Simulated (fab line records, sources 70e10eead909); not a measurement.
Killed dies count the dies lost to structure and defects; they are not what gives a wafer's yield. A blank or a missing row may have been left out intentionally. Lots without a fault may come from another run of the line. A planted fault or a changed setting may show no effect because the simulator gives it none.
Chamber matching -- flow nand-harc -- NHARC_P_M2_DEP_33 on pecvd-03: 3 sister chambers
The step deposits SiCN, target thk 30 nm. 3 wafers are shown with their chamber, then 7 later ones without.

WAFERS, EACH WITH ITS CHAMBER
wafer,chamber,heater-power-w (W)
L086.4,2,466
L087.2,1,537
L087.4,0,446

WAFERS WITHOUT THEIR CHAMBER
wafer,heater-power-w (W)
L087.5,466
L094.2,512
L094.3,584
L094.4,448
L096.1,487
L096.3,428
L096.5,430

THE CHAMBER EACH PASSED THROUGH
wafer,from the rows above,in truth
L087.5,can't be placed: 2 or 0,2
L094.2,can't be placed: 1 or 2 or 0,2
L094.3,1,1
L094.4,can't be placed: 0 or 2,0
L096.1,can't be placed: 2 or 0 or 1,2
L096.3,can't be placed: 0 or 2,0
L096.5,can't be placed: 0 or 2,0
Placed correctly: 1 of 7. Not placeable from these rows: 6 (in 6, the candidates include the true chamber). Placed wrongly: 0.
How it was worked out, from the rows above alone: a wafer's distance from a chamber is the root of the sum, over the readings, of the square of ((its reading less the chamber's mean) divided by the reading's scatter). If the next closest chamber is less than 2 further off than the closest, the wafer can't be placed; otherwise it belongs to the closest. A chamber's mean is the mean of its shown wafers. The scatter (one wafer shown for each chamber): square how far every hidden wafer sits from the nearest shown wafer, average those squares and take the square root.
